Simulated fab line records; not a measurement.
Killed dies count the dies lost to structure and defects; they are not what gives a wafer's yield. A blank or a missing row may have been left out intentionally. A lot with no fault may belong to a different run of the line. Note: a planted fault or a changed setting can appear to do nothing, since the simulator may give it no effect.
Matching of chambers + flow n5 finfet + N5_PASSIVATION_ETCH_54 on rie diel-04 has 4 sister chambers
The step etches SiO2 in CHF3/O2, target depth 880 nm, time 440 s. 14 wafers are shown with their chamber, then 7 later ones without.

== EACH WAFER AND ITS CHAMBER ==
| wafer  | chamber | showerhead plenum p Torr (Torr) | oes product au (a.u.) | throttle valve pct (%) |
|--------|---------|---------------------------------|-----------------------|------------------------|
| L415.1 | 0       | 2.54                            | 0.83                  | 18.74                  |
| L415.2 | 3       | 2.48                            | 0.72                  | 18.68                  |
| L415.5 | 3       | 2.48                            | 0.72                  | 18.68                  |
| L418.3 | 1       | 2.39                            | 0.75                  | 18.57                  |
| L418.5 | 1       | 2.39                            | 0.74                  | 18.60                  |
| L418.6 | 0       | 2.53                            | 0.83                  | 18.76                  |
| L421.1 | 0       | 2.53                            | 0.83                  | 18.75                  |
| L421.4 | 1       | 2.39                            | 0.74                  | 18.57                  |
| L421.6 | 0       | 2.53                            | 0.83                  | 18.76                  |
| L423.2 | 1       | 2.39                            | 0.74                  | 18.59                  |
| L423.3 | 0       | 2.53                            | 0.82                  | 18.76                  |
| L423.6 | 0       | 2.53                            | 0.82                  | 18.76                  |
| L424.1 | 2       | 2.45                            | 0.91                  | 18.95                  |
| L424.4 | 3       | 2.47                            | 0.71                  | 18.71                  |

SIGNATURES (means of the wafers above)
| reading                  | chamber 0 | chamber 1 | chamber 2 | chamber 3 | scatter within a chamber |
|--------------------------|-----------|-----------|-----------|-----------|--------------------------|
| showerhead plenum p Torr | 2.5317    | 2.3900    | 2.4500    | 2.4767    | 0.00387                  |
| oes product au           | 0.8267    | 0.7425    | 0.9100    | 0.7167    | 0.00524                  |
| throttle valve pct       | 18.7550   | 18.5825   | 18.9500   | 18.6900   | 0.0127                   |
Rule: a wafer lies at a distance from a chamber equal to the root of the sum of squares, over the readings, of (its reading less the chamber's mean, divided by the reading's scatter). The wafer belongs to the nearest chamber; if the next one is less than 2 further off, it can't be placed. How the scatter is found: for the shown wafers, subtract from each reading the mean of its chamber, square and add these, divide the total by (wafers less chambers), then take the root.

== WAFERS WITHOUT THEIR CHAMBER ==
| wafer  | showerhead plenum p Torr (Torr) | oes product au (a.u.) | throttle valve pct (%) |
|--------|---------------------------------|-----------------------|------------------------|
| L424.6 | 2.53                            | 0.82                  | 18.78                  |
| L430.1 | 2.44                            | 0.88                  | 18.98                  |
| L430.2 | 2.38                            | 0.72                  | 18.64                  |
| L430.5 | 2.44                            | 0.88                  | 18.98                  |
| L432.1 | 2.46                            | 0.90                  | 18.35                  |
| L432.4 | 2.52                            | 0.79                  | 18.83                  |
| L432.5 | 2.46                            | 0.91                  | 18.34                  |

== CHAMBER TAKEN BY EACH ==
| wafer  | from the rows above     | in truth |
|--------|-------------------------|----------|
| L424.6 | 0                       | 0        |
| L430.1 | 2                       | 2        |
| L430.2 | 1                       | 1        |
| L430.5 | 2                       | 2        |
| L432.1 | can't be placed: 0 or 1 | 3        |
| L432.4 | 0                       | 0        |
| L432.5 | can't be placed: 0 or 1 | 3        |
Correctly placed: 5 of 7. From these rows, 2 cannot be placed; in 0 the true chamber is one of the candidates. Number placed wrongly: 0.
